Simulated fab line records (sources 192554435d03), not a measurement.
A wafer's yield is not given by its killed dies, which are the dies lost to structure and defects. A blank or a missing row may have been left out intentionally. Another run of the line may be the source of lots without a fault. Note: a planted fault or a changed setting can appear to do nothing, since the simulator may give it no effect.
fab line records / flow n5-finfet
[record] lots = 7 wafers = 21
route steps=1938 shown PASSIVATION@1929
start-h: hours from the record's first day to the start of the lot's first wafer shown / wait-h: how many hours have passed since the lot's step before this one / " identical to the entry in the row above / L1.1+2: one row covering several wafers at once / - value missing, or start not given / * or withheld: withheld / < > ~ a bound
route shown NAME@n: NAME is a module with steps in the file, n the number in the route of the first one / usual: the fault-free wafers' mean and standard deviation / same: alike in all rows / chamber/n: place in a boat / sites: each site's reading / _std_site: standard deviation of those values / _edge_site: outer sites' mean less inner sites' / radius-mm: how far each site lies from the wafer's centre / mask NAME#n: copy n / behind: the most recent tool/chamber to have shaped the wafer / hold: why the lot was held/for how many hours/how that ended / device: transistor that didn't switch, given as n, p or np / end of line: tests run on the same wafers once the route is complete / a step without rows: its recipe alone / killed: count of dies lost to structure and defects at first sort (not the wafer's yield) / map: shows each die of a wafer: x if killed, . if not, _ if none is there
set.NAME: the setting the step ran with; set.NAME@STEP: the setting that earlier step ran with / model.NAME: the simulator's own value behind a step, which no gauge read
lots run with intentionally changed settings; tables by step, rows by wafer
[[steps]]
[step N5_PASSIVATION_PASS_ETCH_47]
[recipe] chemistry = CF4/O2 target = SiNx target-depth-a = 7700 time-s = 385 ion-energy-ev = 100 pressure-mtorr = 40 source-w = 535 bias-w = 49 Ar_flow_sccm = 100 cf4-flow-sccm = 100 O2_flow_sccm = 10
lot.wafer=L078.1 tool=rie-diel-04 chamber=1 start-h=295.48 wait-h=0.0 set.time-s=443.7 model.etch.depth-nm=898.6
lot.wafer=L078.2 tool=rie-diel-04 chamber=2 start-h=295.48 wait-h=0.0 set.time-s=385 model.etch.depth-nm=772.2
lot.wafer=L078.3 tool=rie-diel-04 chamber=3 start-h=295.48 wait-h=0.0 set.time-s=443.7 model.etch.depth-nm=885.5
lot.wafer=L079.1 tool=rie-diel-02 chamber=2 start-h=299.78 wait-h=0.0 set.time-s=385 model.etch.depth-nm=779.9
lot.wafer=L079.3 tool=rie-diel-02 chamber=0 start-h=299.78 wait-h=0.0 set.time-s=385 model.etch.depth-nm=776
lot.wafer=L079.4 tool=rie-diel-02 chamber=3 start-h=299.78 wait-h=0.0 set.time-s=385 model.etch.depth-nm=766.6
lot.wafer=L081.2 tool=rie-diel-06 chamber=1 start-h=305.52 wait-h=0.0 set.time-s=385 model.etch.depth-nm=765.5
lot.wafer=L081.5 tool=rie-diel-06 chamber=0 start-h=305.52 wait-h=0.0 set.time-s=385 model.etch.depth-nm=748.3
lot.wafer=L081.6 tool=rie-diel-06 chamber=3 start-h=305.52 wait-h=0.0 set.time-s=316.1 model.etch.depth-nm=631.8
lot.wafer=L085.2 tool=rie-diel-02 chamber=0 start-h=320.87 wait-h=0.0 set.time-s=385 model.etch.depth-nm=796.9
lot.wafer=L085.4 tool=rie-diel-02 chamber=1 start-h=320.87 wait-h=0.0 set.time-s=385 model.etch.depth-nm=784.8
lot.wafer=L085.6 tool=rie-diel-02 chamber=2 start-h=320.87 wait-h=0.0 set.time-s=385 model.etch.depth-nm=789.4
lot.wafer=L087.1 tool=rie-diel-02 chamber=3 start-h=342.63 wait-h=0.0 set.time-s=327.8 model.etch.depth-nm=655.8
lot.wafer=L087.2 tool=rie-diel-02 chamber=0 start-h=342.63 wait-h=0.0 set.time-s=385 model.etch.depth-nm=785
lot.wafer=L087.4 tool=rie-diel-02 chamber=1 start-h=342.63 wait-h=0.0 set.time-s=327.8 model.etch.depth-nm=662
lot.wafer=L091.1 tool=rie-diel-04 chamber=0 start-h=359.70 wait-h=0.0 set.time-s=318.1 model.etch.depth-nm=660.6
lot.wafer=L091.2 tool=rie-diel-04 chamber=3 start-h=359.70 wait-h=0.0 set.time-s=385 model.etch.depth-nm=770.2
lot.wafer=L091.4 tool=rie-diel-04 chamber=1 start-h=359.70 wait-h=0.0 set.time-s=385 model.etch.depth-nm=784
lot.wafer=L097.1 tool=rie-diel-06 chamber=2 start-h=400.72 wait-h=0.0 set.time-s=385 model.etch.depth-nm=746.4
lot.wafer=L097.2 tool=rie-diel-06 chamber=3 start-h=400.72 wait-h=0.0 set.time-s=385 model.etch.depth-nm=774.4
lot.wafer=L097.4 tool=rie-diel-06 chamber=1 start-h=400.72 wait-h=0.0 set.time-s=385 model.etch.depth-nm=762.2
[step N5_PASSIVATION_ETCH_54]
[recipe] chemistry = CHF3/O2 target = SiO2 target-depth-a = 8800 CHF3_flow_sccm = 50 O2_flow_sccm = 5 Ar_flow_sccm = 200 time-s = 440 mask-material = PR pressure-mtorr = 30 source-w = 650 bias-w = 170 ion-energy-ev = 200
[step N5_PASSIVATION_STRIP_48]
[recipe] chemistry = O2 power-w = 600 temp-c = 60 pressure-mtorr = 30 rf-frequency-hz = 6e+07 bias-power-w = 0 overash-fraction = 0.5 o2-flow-sccm = 225
[step N5_PASSIVATION_SRD_72]
[recipe] dry = ipa-marangoni time-s = 30 temp-c = 23 rinse-liquid = diw
[step N5_PASSIVATION_ANNEAL_56]
[recipe] temp-c = 400 time-s = 1800 ambient = FGA idle-temp-c = 300 ramp-up-c-per-min = 5 ramp-down-c-per-min = 3
[step N5_PASSIVATION_PROBE_49]
[usual] defect-limited-yield = 91.1/1.3 killed_at_M0_to_M3 = 36/10 killed_at_M4_up = 14/4.4 killed-at-contacts = 14/5.7 killed-at-front-end = 39/9.4 killed-at-other = 2.9/2.6 killed-dies = 105/15 killed-open = 70/12 killed-short = 34/7.1 sort_bin_4_leakage = 0/0 sort_bin_5_function = 5.3/0.77 sort_bin_6_memory = 3.3/0.66 sort-n-pass = 1075/15 sort-yield-pct = 91.1/1.3
[same] gross-dies = 1180 killed-at-back-side = 0 sort_bin_8_speed[%] = 0
lot.wafer=L078.1 tool=prober-01 chamber=- start-h=298.49 wait-h=0.0 set.time-s@PASSIVATION_PASS_ETCH_47=443.7 defect-limited-yield[%]=71.9 killed_at_M0_to_M3=255 killed_at_M4_up=12 killed-at-contacts=9 killed-at-front-end=55 killed-at-other=0 killed-dies=331 killed-open=73 killed-short=37 sort_bin_4_leakage[%]=0.08 sort_bin_5_function[%]=24.1 sort_bin_6_memory[%]=3.4 sort-n-pass=849 sort-yield-pct[%]=71.9
lot.wafer=L078.2 tool=prober-01 chamber=- start-h=298.54 wait-h=0.1 set.time-s@PASSIVATION_PASS_ETCH_47=385 defect-limited-yield[%]=61.8 killed_at_M0_to_M3=300 killed_at_M4_up=19 killed-at-contacts=11 killed-at-front-end=118 killed-at-other=3 killed-dies=451 killed-open=85 killed-short=47 sort_bin_4_leakage[%]=0 sort_bin_5_function[%]=33.6 sort_bin_6_memory[%]=3.8 sort-n-pass=729 sort-yield-pct[%]=61.8
lot.wafer=L078.3 tool=prober-01 chamber=- start-h=298.59 wait-h=0.1 set.time-s@PASSIVATION_PASS_ETCH_47=443.7 defect-limited-yield[%]=68.8 killed_at_M0_to_M3=278 killed_at_M4_up=17 killed-at-contacts=8 killed-at-front-end=58 killed-at-other=7 killed-dies=368 killed-open=91 killed-short=38 sort_bin_4_leakage[%]=0.59 sort_bin_5_function[%]=26.6 sort_bin_6_memory[%]=3.8 sort-n-pass=812 sort-yield-pct[%]=68.8
lot.wafer=L079.1 tool=prober-01 chamber=- start-h=302.80 wait-h=0.0 set.time-s@PASSIVATION_PASS_ETCH_47=385 defect-limited-yield[%]=90.4 killed_at_M0_to_M3=21 killed_at_M4_up=10 killed-at-contacts=17 killed-at-front-end=65 killed-at-other=0 killed-dies=113 killed-open=79 killed-short=28 sort_bin_4_leakage[%]=0 sort_bin_5_function[%]=5.8 sort_bin_6_memory[%]=3.2 sort-n-pass=1067 sort-yield-pct[%]=90.4
lot.wafer=L079.3 tool=prober-01 chamber=- start-h=302.90 wait-h=0.1 set.time-s@PASSIVATION_PASS_ETCH_47=385 defect-limited-yield[%]=0 killed_at_M0_to_M3=447 killed_at_M4_up=17 killed-at-contacts=15 killed-at-front-end=698 killed-at-other=3 killed-dies=1180 killed-open=88 killed-short=36 sort_bin_4_leakage[%]=0 sort_bin_5_function[%]=96.1 sort_bin_6_memory[%]=3.6 sort-n-pass=0 sort-yield-pct[%]=0
lot.wafer=L079.4 tool=prober-01 chamber=- start-h=302.95 wait-h=0.2 set.time-s@PASSIVATION_PASS_ETCH_47=385 defect-limited-yield[%]=49.7 killed_at_M0_to_M3=18 killed_at_M4_up=23 killed-at-contacts=13 killed-at-front-end=539 killed-at-other=1 killed-dies=594 killed-open=70 killed-short=35 sort_bin_4_leakage[%]=0 sort_bin_5_function[%]=46.7 sort_bin_6_memory[%]=3.4 sort-n-pass=586 sort-yield-pct[%]=49.7
lot.wafer=L081.2 tool=prober-01 chamber=- start-h=308.58 wait-h=0.1 set.time-s@PASSIVATION_PASS_ETCH_47=385 defect-limited-yield[%]=91.5 killed_at_M0_to_M3=43 killed_at_M4_up=9 killed-at-contacts=13 killed-at-front-end=34 killed-at-other=1 killed-dies=100 killed-open=59 killed-short=36 sort_bin_4_leakage[%]=0 sort_bin_5_function[%]=5.2 sort_bin_6_memory[%]=3.1 sort-n-pass=1080 sort-yield-pct[%]=91.5
lot.wafer=L081.5 tool=prober-01 chamber=- start-h=308.73 wait-h=0.2 set.time-s@PASSIVATION_PASS_ETCH_47=385 defect-limited-yield[%]=5.5 killed_at_M0_to_M3=55 killed_at_M4_up=18 killed-at-contacts=12 killed-at-front-end=1028 killed-at-other=2 killed-dies=1115 killed-open=81 killed-short=33 sort_bin_4_leakage[%]=0 sort_bin_5_function[%]=91.4 sort_bin_6_memory[%]=2.7 sort-n-pass=65 sort-yield-pct[%]=5.5
lot.wafer=L081.6 tool=prober-01 chamber=- start-h=308.78 wait-h=0.3 set.time-s@PASSIVATION_PASS_ETCH_47=316.1 defect-limited-yield[%]=10.8 killed_at_M0_to_M3=42 killed_at_M4_up=17 killed-at-contacts=17 killed-at-front-end=23 killed-at-other=953 killed-dies=1052 killed-open=61 killed-short=39 sort_bin_4_leakage[%]=0 sort_bin_5_function[%]=85.4 sort_bin_6_memory[%]=3.6 sort-n-pass=128 sort-yield-pct[%]=10.8
lot.wafer=L085.2 tool=prober-02 chamber=- start-h=323.93 wait-h=0.1 set.time-s@PASSIVATION_PASS_ETCH_47=385 defect-limited-yield[%]=94.4 killed_at_M0_to_M3=20 killed_at_M4_up=9 killed-at-contacts=15 killed-at-front-end=21 killed-at-other=1 killed-dies=66 killed-open=47 killed-short=16 sort_bin_4_leakage[%]=0 sort_bin_5_function[%]=3.4 sort_bin_6_memory[%]=2.1 sort-n-pass=1114 sort-yield-pct[%]=94.4
lot.wafer=L085.4 tool=prober-02 chamber=- start-h=324.03 wait-h=0.2 set.time-s@PASSIVATION_PASS_ETCH_47=385 defect-limited-yield[%]=91.2 killed_at_M0_to_M3=27 killed_at_M4_up=14 killed-at-contacts=7 killed-at-front-end=44 killed-at-other=12 killed-dies=104 killed-open=54 killed-short=31 sort_bin_4_leakage[%]=0 sort_bin_5_function[%]=5.5 sort_bin_6_memory[%]=2.8 sort-n-pass=1076 sort-yield-pct[%]=91.2
lot.wafer=L085.6 tool=prober-02 chamber=- start-h=324.13 wait-h=0.3 set.time-s@PASSIVATION_PASS_ETCH_47=385 defect-limited-yield[%]=93.1 killed_at_M0_to_M3=18 killed_at_M4_up=10 killed-at-contacts=17 killed-at-front-end=32 killed-at-other=5 killed-dies=82 killed-open=44 killed-short=29 sort_bin_4_leakage[%]=0 sort_bin_5_function[%]=4.6 sort_bin_6_memory[%]=2.0 sort-n-pass=1098 sort-yield-pct[%]=93.1
lot.wafer=L087.1 tool=prober-01 chamber=- start-h=345.64 wait-h=0.0 set.time-s@PASSIVATION_PASS_ETCH_47=327.8 defect-limited-yield[%]=54.4 killed_at_M0_to_M3=37 killed_at_M4_up=17 killed-at-contacts=7 killed-at-front-end=40 killed-at-other=437 killed-dies=538 killed-open=65 killed-short=31 sort_bin_4_leakage[%]=0 sort_bin_5_function[%]=41.4 sort_bin_6_memory[%]=3.9 sort-n-pass=642 sort-yield-pct[%]=54.4
lot.wafer=L087.2 tool=prober-01 chamber=- start-h=345.69 wait-h=0.1 set.time-s@PASSIVATION_PASS_ETCH_47=385 defect-limited-yield[%]=90.9 killed_at_M0_to_M3=47 killed_at_M4_up=12 killed-at-contacts=12 killed-at-front-end=29 killed-at-other=7 killed-dies=107 killed-open=70 killed-short=31 sort_bin_4_leakage[%]=0.51 sort_bin_5_function[%]=5.1 sort_bin_6_memory[%]=3.3 sort-n-pass=1073 sort-yield-pct[%]=90.9
lot.wafer=L087.4 tool=prober-01 chamber=- start-h=345.79 wait-h=0.2 set.time-s@PASSIVATION_PASS_ETCH_47=327.8 defect-limited-yield[%]=68.0 killed_at_M0_to_M3=38 killed_at_M4_up=17 killed-at-contacts=14 killed-at-front-end=29 killed-at-other=280 killed-dies=378 killed-open=63 killed-short=32 sort_bin_4_leakage[%]=0 sort_bin_5_function[%]=28.6 sort_bin_6_memory[%]=3.2 sort-n-pass=802 sort-yield-pct[%]=68.0
lot.wafer=L091.1 tool=prober-02 chamber=- start-h=362.75 wait-h=0.0 set.time-s@PASSIVATION_PASS_ETCH_47=318.1 defect-limited-yield[%]=66.6 killed_at_M0_to_M3=25 killed_at_M4_up=16 killed-at-contacts=15 killed-at-front-end=33 killed-at-other=305 killed-dies=394 killed-open=64 killed-short=24 sort_bin_4_leakage[%]=0 sort_bin_5_function[%]=30.7 sort_bin_6_memory[%]=2.5 sort-n-pass=786 sort-yield-pct[%]=66.6
lot.wafer=L091.2 tool=prober-02 chamber=- start-h=362.80 wait-h=0.1 set.time-s@PASSIVATION_PASS_ETCH_47=385 defect-limited-yield[%]=90.8 killed_at_M0_to_M3=29 killed_at_M4_up=13 killed-at-contacts=15 killed-at-front-end=50 killed-at-other=2 killed-dies=109 killed-open=65 killed-short=38 sort_bin_4_leakage[%]=0 sort_bin_5_function[%]=5.8 sort_bin_6_memory[%]=3.1 sort-n-pass=1071 sort-yield-pct[%]=90.8
lot.wafer=L091.4 tool=prober-02 chamber=- start-h=362.90 wait-h=0.2 set.time-s@PASSIVATION_PASS_ETCH_47=385 defect-limited-yield[%]=90.5 killed_at_M0_to_M3=37 killed_at_M4_up=15 killed-at-contacts=17 killed-at-front-end=38 killed-at-other=5 killed-dies=112 killed-open=80 killed-short=30 sort_bin_4_leakage[%]=0 sort_bin_5_function[%]=5.7 sort_bin_6_memory[%]=3.6 sort-n-pass=1068 sort-yield-pct[%]=90.5
lot.wafer=L097.1 tool=prober-01 chamber=- start-h=403.74 wait-h=0.0 set.time-s@PASSIVATION_PASS_ETCH_47=385 defect-limited-yield[%]=90.6 killed_at_M0_to_M3=24 killed_at_M4_up=19 killed-at-contacts=12 killed-at-front-end=50 killed-at-other=6 killed-dies=111 killed-open=77 killed-short=34 sort_bin_4_leakage[%]=0 sort_bin_5_function[%]=5.3 sort_bin_6_memory[%]=3.9 sort-n-pass=1069 sort-yield-pct[%]=90.6
lot.wafer=L097.2 tool=prober-01 chamber=- start-h=403.79 wait-h=0.1 set.time-s@PASSIVATION_PASS_ETCH_47=385 defect-limited-yield[%]=90.0 killed_at_M0_to_M3=32 killed_at_M4_up=14 killed-at-contacts=18 killed-at-front-end=47 killed-at-other=7 killed-dies=118 killed-open=85 killed-short=33 sort_bin_4_leakage[%]=0 sort_bin_5_function[%]=6.0 sort_bin_6_memory[%]=3.4 sort-n-pass=1062 sort-yield-pct[%]=90.0
lot.wafer=L097.4 tool=prober-01 chamber=- start-h=403.89 wait-h=0.2 set.time-s@PASSIVATION_PASS_ETCH_47=385 defect-limited-yield[%]=93.0 killed_at_M0_to_M3=20 killed_at_M4_up=12 killed-at-contacts=12 killed-at-front-end=36 killed-at-other=3 killed-dies=83 killed-open=59 killed-short=24 sort_bin_4_leakage[%]=0 sort_bin_5_function[%]=3.8 sort_bin_6_memory[%]=2.7 sort-n-pass=1097 sort-yield-pct[%]=93.0
// killed by level:class
L078.1 BEOL_M0_SAQP:area-ald=220 STI_FIN_REVEAL:geometric-particle:open=17 FIN_SAQP:geometric-particle:open=14 BEOL_M0_SAQP:geometric-particle:short=8 MOL_CONTACT_COAG:geometric-particle:open=7 BEOL_M3:geometric-particle:open=6 BEOL_M0_SAQP:geometric-particle:open=5 BEOL_M1:geometric-particle:open=5
L078.2 BEOL_M0_SAQP:area-ald=242 SDB:area-etch=72 BEOL_M0_SAQP:geometric-particle:open=18 BEOL_M0_SAQP:geometric-particle:short=15 STI_FIN_REVEAL:geometric-particle:open=8 MOL_CONTACT_COAG:geometric-particle:open=8 BEOL_M1:geometric-particle:open=8 BEOL_M4:geometric-particle:open=7
L078.3 BEOL_M0_SAQP:area-ald=231 STI_FIN_REVEAL:geometric-particle:open=21 BEOL_M3:geometric-particle:open=11 MOL_CONTACT_COAG:geometric-particle:open=8 BEOL_M0_SAQP:geometric-particle:open=8 FIN_SAQP:geometric-particle:short=7 FIN_SAQP:geometric-particle:open=7 BEOL_M4:geometric-particle:open=7
L079.1 STI_FIN_REVEAL:geometric-particle:open=30 MOL_CONTACT_COAG:geometric-particle:open=11 FIN_SAQP:geometric-particle:open=6 MOL_CONTACT_COAG:geometric-particle:short=6 DUMMY_GATE:geometric-particle:open=5 GATE_CUT:geometric-particle:open=5 BEOL_M1:geometric-particle:open=5 ILD0:geometric-particle:short=3
L079.3 SDB:area-etch=641 BEOL_M0_SAQP:area-ald=415 STI_FIN_REVEAL:geometric-particle:open=15 FIN_SAQP:geometric-particle:open=14 MOL_CONTACT_COAG:geometric-particle:open=12 GATE_CUT:geometric-particle:short=9 BEOL_M4:geometric-particle:open=9 BEOL_M0_SAQP:geometric-particle:short=8
L079.4 SDB:area-etch=485 STI_FIN_REVEAL:geometric-particle:open=16 BEOL_M4:geometric-particle:open=14 MOL_CONTACT_COAG:geometric-particle:open=9 GATE_CUT:geometric-particle:short=8 BEOL_M0_SAQP:geometric-particle:short=7 FIN_SAQP:geometric-particle:open=6 BEOL_M0_SAQP:geometric-particle:open=5
L081.2 BEOL_M1:geometric-particle:open=15 FIN_SAQP:geometric-particle:short=11 BEOL_M0_SAQP:geometric-particle:open=11 MOL_CONTACT_COAG:geometric-particle:open=10 BEOL_M0_SAQP:geometric-particle:short=9 STARTING-WAFER:geometric-particle:open=6 FIN_SAQP:geometric-particle:open=3 GATE_CUT:geometric-particle:short=3
L081.5 SDB:area-etch=996 BEOL_M1:geometric-particle:open=13 MOL_CONTACT_COAG:geometric-particle:open=11 FIN_SAQP:geometric-particle:short=10 BEOL_M0_SAQP:geometric-particle:open=10 BEOL_M3:geometric-particle:open=9 BEOL_M2:geometric-particle:open=8 FIN_SAQP:geometric-particle:open=7
L081.6 PASSIVATION:area-etch=949 BEOL_M0_SAQP:geometric-particle:short=13 MOL_CONTACT_COAG:geometric-particle:open=13 BEOL_M0_SAQP:geometric-particle:open=10 FIN_SAQP:geometric-particle:short=8 BEOL_M1:geometric-particle:open=7 BEOL_M4:geometric-particle:open=7 FIN_SAQP:geometric-particle:open=4
L085.2 MOL_CONTACT_COAG:geometric-particle:open=12 BEOL_M3:geometric-particle:open=6 STI_FIN_REVEAL:geometric-particle:open=5 BEOL_M1:geometric-particle:open=5 DUMMY_GATE:geometric-particle:open=4 BEOL_M0_SAQP:geometric-particle:short=4 MOL_CONTACT_COAG:geometric-particle:short=3 BEOL_M1:geometric-particle:short=3
L085.4 FIN_SAQP:area-ald=15 BEOL_M0_SAQP:geometric-particle:open=8 MOL_CONTACT_COAG:geometric-particle:open=7 FIN_SAQP:geometric-particle:open=4 DUMMY_GATE:geometric-particle:open=4 BEOL_M4:geometric-particle:short=4 BEOL_M0_SAQP:geometric-particle:short=4 BEOL_M1:geometric-particle:open=4
L085.6 MOL_CONTACT_COAG:geometric-particle:open=12 FIN_SAQP:area-ald=9 BEOL_M3:geometric-particle:open=7 MOL_CONTACT_COAG:geometric-particle:short=5 FIN_SAQP:geometric-particle:short=4 ILD0:geometric-particle:short=4 BEOL_M0_SAQP:geometric-particle:short=4 BEOL_M5:geometric-particle:open=4
L087.1 PASSIVATION:area-etch=434 STI_FIN_REVEAL:geometric-particle:open=13 BEOL_M2:geometric-particle:open=9 BEOL_M3:geometric-particle:open=9 BEOL_M2:geometric-particle:short=6 BEOL_M10:area-expose=6 GATE_CUT:geometric-particle:short=5 MOL_CONTACT_COAG:geometric-particle:open=5
L087.2 MOL_CONTACT_COAG:geometric-particle:open=10 BEOL_M4:geometric-particle:open=9 STI_FIN_REVEAL:geometric-particle:open=7 BEOL_M0_SAQP:geometric-particle:open=7 BEOL_M2:geometric-particle:open=7 BEOL_M3:geometric-particle:open=7 BEOL_M3:geometric-particle:short=6 M1:area-ald=6
L087.4 PASSIVATION:area-etch=276 MOL_CONTACT_COAG:geometric-particle:open=11 BEOL_M3:geometric-particle:open=9 BEOL_M0_SAQP:geometric-particle:short=8 BEOL_M4:geometric-particle:open=8 BEOL_M0_SAQP:geometric-particle:open=7 BEOL_M1:geometric-particle:open=6 FIN_SAQP:geometric-particle:open=4
L091.1 PASSIVATION:area-etch=304 MOL_CONTACT_COAG:geometric-particle:open=14 BEOL_M3:geometric-particle:open=9 BEOL_M5:geometric-particle:open=7 FIN_SAQP:geometric-particle:open=6 FIN_SAQP:geometric-particle:short=6 STI_FIN_REVEAL:geometric-particle:open=6 STARTING-WAFER:geometric-particle:open=5
L091.2 MOL_CONTACT_COAG:geometric-particle:open=13 FIN_SAQP:geometric-particle:short=11 FIN_SAQP:geometric-particle:open=8 BEOL_M3:geometric-particle:open=8 BEOL_M0:geometric-particle:open=6 STI_FIN_REVEAL:geometric-particle:open=5 GATE_CUT:geometric-particle:short=5 BEOL_M3:geometric-particle:short=4
L091.4 MOL_CONTACT_COAG:geometric-particle:open=14 BEOL_M0_SAQP:geometric-particle:short=9 BEOL_M4:geometric-particle:open=9 BEOL_M0_SAQP:geometric-particle:open=9 DUMMY_GATE:geometric-particle:open=8 STI_FIN_REVEAL:geometric-particle:open=8 GATE_CUT:geometric-particle:short=8 GATE_CUT:geometric-particle:open=5
L097.1 FIN_SAQP:geometric-particle:open=17 MOL_CONTACT_COAG:geometric-particle:open=11 BEOL_M4:geometric-particle:open=8 FIN_SAQP:geometric-particle:short=7 GATE_CUT:geometric-particle:short=7 BEOL_M0_SAQP:geometric-particle:open=6 BEOL_M2:geometric-particle:open=4 BEOL_M3:geometric-particle:short=4
L097.2 MOL_CONTACT_COAG:geometric-particle:open=14 FIN_SAQP:geometric-particle:open=13 STI_FIN_REVEAL:geometric-particle:open=12 BEOL_M0_SAQP:geometric-particle:open=8 BEOL_M0_SAQP:geometric-particle:short=8 ILD0:geometric-particle:open=6 BEOL_M3:geometric-particle:open=5 BEOL_M4:geometric-particle:open=5
L097.4 FIN_SAQP:geometric-particle:open=10 MOL_CONTACT_COAG:geometric-particle:open=10 BEOL_M4:geometric-particle:open=8 STI_FIN_REVEAL:geometric-particle:open=6 BEOL_M0_SAQP:geometric-particle:open=5 BEOL_M1:geometric-particle:open=4 STARTING-WAFER:geometric-particle:short=4 GATE_CUT:geometric-particle:short=3
[[key]]
[split] step = N5_PASSIVATION_PASS_ETCH_47 setting = time-s stated = 385 by = wafer
[response] step = N5_PASSIVATION_PASS_ETCH_47 reading = model.etch.depth-nm change = +7.41 per = 1% r = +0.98
[response] step = N5_PASSIVATION_PROBE_49 reading = killed-at-other shape = bent at-lowest = 953 at-stated = 3.9 at-highest = 3.5
